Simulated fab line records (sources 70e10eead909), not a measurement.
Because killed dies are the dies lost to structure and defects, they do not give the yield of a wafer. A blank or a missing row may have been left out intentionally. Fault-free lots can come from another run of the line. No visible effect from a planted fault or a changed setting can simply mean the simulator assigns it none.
Matching of chambers + flow nand-harc + NHARC_A_CONTACT_ETCH_75 on rie-diel-10 has 4 sister chambers
The step etches the open film in CF4, target depth 39 nm, time 65 s. 16 wafers are shown with their chamber, then 8 later ones without.

== WAFERS, EACH WITH ITS CHAMBER ==
| wafer  | chamber | showerhead-plenum-p-Torr (Torr) | rf-vpp-V (V) | throttle-valve-pct (%) |
|--------|---------|---------------------------------|--------------|------------------------|
| L076.2 | 2       | 1.85                            | 152.3        | 13.282                 |
| L076.5 | 1       | 1.89                            | 153.0        | 13.274                 |
| L076.6 | 0       | 1.67                            | 150.3        | 13.285                 |
| L082.2 | 1       | 1.88                            | 153.1        | 13.278                 |
| L082.3 | 2       | 1.84                            | 152.0        | 13.291                 |
| L082.4 | 3       | 1.82                            | 152.9        | 13.288                 |
| L088.1 | 3       | 1.82                            | 151.2        | 13.278                 |
| L088.2 | 0       | 1.66                            | 150.4        | 13.280                 |
| L088.4 | 2       | 1.84                            | 152.7        | 13.275                 |
| L087.1 | 3       | 1.82                            | 152.9        | 13.274                 |
| L087.3 | 1       | 1.88                            | 152.6        | 13.263                 |
| L087.5 | 1       | 1.88                            | 151.8        | 13.282                 |
| L086.3 | 1       | 1.88                            | 152.6        | 13.267                 |
| L086.5 | 1       | 1.88                            | 151.6        | 13.287                 |
| L086.6 | 3       | 1.82                            | 152.1        | 13.281                 |
| L090.1 | 3       | 1.81                            | 151.6        | 13.295                 |

SIGNATURES (means of the wafers above)
| reading                  | chamber 0 | chamber 1 | chamber 2 | chamber 3 | scatter within a chamber |
|--------------------------|-----------|-----------|-----------|-----------|--------------------------|
| showerhead-plenum-p-Torr | 1.6650    | 1.8817    | 1.8433    | 1.8180    | 0.00483                  |
| rf-vpp-V                 | 150.350   | 152.450   | 152.333   | 152.140   | 0.612                    |
| throttle-valve-pct       | 13.28250  | 13.27517  | 13.28267  | 13.28320  | 0.00832                  |
Rule: a wafer lies at a distance from a chamber equal to the root of the sum of squares, over the readings, of (its reading less the chamber's mean, divided by the reading's scatter). If the next closest chamber is less than 2 further off than the closest, the wafer can't be placed; otherwise it belongs to the closest. How the scatter is found: for the shown wafers, subtract from each reading the mean of its chamber, square and add these, divide the total by (wafers less chambers), then take the root.

== WAFERS WITHOUT THEIR CHAMBER ==
| wafer  | showerhead-plenum-p-Torr (Torr) | rf-vpp-V (V) | throttle-valve-pct (%) |
|--------|---------------------------------|--------------|------------------------|
| L090.4 | 1.88                            | 153.5        | 13.273                 |
| L090.6 | 1.84                            | 152.9        | 13.279                 |
| L091.1 | 1.88                            | 151.9        | 13.288                 |
| L091.2 | 1.84                            | 153.0        | 13.288                 |
| L091.3 | 1.81                            | 151.8        | 13.281                 |
| L095.2 | 1.66                            | 149.4        | 13.277                 |
| L095.5 | 1.83                            | 151.6        | 13.287                 |
| L095.6 | 1.88                            | 152.7        | 13.291                 |

== CHAMBER TAKEN BY EACH ==
| wafer  | from the rows above     | in truth |
|--------|-------------------------|----------|
| L090.4 | 1                       | 1        |
| L090.6 | 2                       | 2        |
| L091.1 | 1                       | 1        |
| L091.2 | 2                       | 2        |
| L091.3 | 3                       | 3        |
| L095.2 | 0                       | 0        |
| L095.5 | can't be placed: 3 or 2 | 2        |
| L095.6 | 1                       | 1        |
Correctly placed: 7 of 8. Unplaceable from these rows: 1, with the true chamber sitting among the candidates in 1. Number placed wrongly: 0.
